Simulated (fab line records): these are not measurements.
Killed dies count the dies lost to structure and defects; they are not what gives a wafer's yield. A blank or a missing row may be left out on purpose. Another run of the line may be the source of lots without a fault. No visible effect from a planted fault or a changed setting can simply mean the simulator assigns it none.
Chamber matching | flow n5-finfet | N5_BEOL_M1_ETCH_69 on rie-diel-03 has 4 sister chambers
The step etches SiARC in CF4, target depth 15.6 nm, time 26 s. 4 wafers are shown with their chamber, then 7 later ones without.

WAFERS, EACH WITH ITS CHAMBER
wafer  | chamber | showerhead-plenum-p-Torr (Torr)
L087.2 | 2       | 2.05
L087.6 | 0       | 2.27
L088.2 | 3       | 2.20
L088.5 | 1       | 2.25

WAFERS WITH NO CHAMBER GIVEN
wafer  | showerhead-plenum-p-Torr (Torr)
L088.6 | 2.27
L092.2 | 2.05
L092.5 | 2.25
L092.6 | 2.04
L095.2 | 2.26
L095.4 | 2.20
L095.5 | 2.25

CHAMBER TAKEN BY EACH
wafer  | from the rows above     | in truth
L088.6 | 0                       | 0
L092.2 | 2                       | 2
L092.5 | 1                       | 1
L092.6 | 2                       | 2
L095.2 | can't be placed: 1 or 0 | 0
L095.4 | 3                       | 3
L095.5 | 1                       | 1
Correct placement for 6 of the 7. Not placeable from these rows: 1 (in 1, the candidates include the true chamber). Placed wrongly: 0.
How it was worked out, from the rows above alone: a wafer's distance from a chamber is the root of the sum, over the readings, of the square of ((its reading less the chamber's mean) divided by the reading's scatter). If the next closest chamber is less than 2 further off than the closest, the wafer can't be placed; otherwise it belongs to the closest. For every chamber, the mean is computed from those of its wafers that are shown. The scatter (one wafer shown for each chamber): square how far every hidden wafer sits from the nearest shown wafer, average those squares and take the square root.
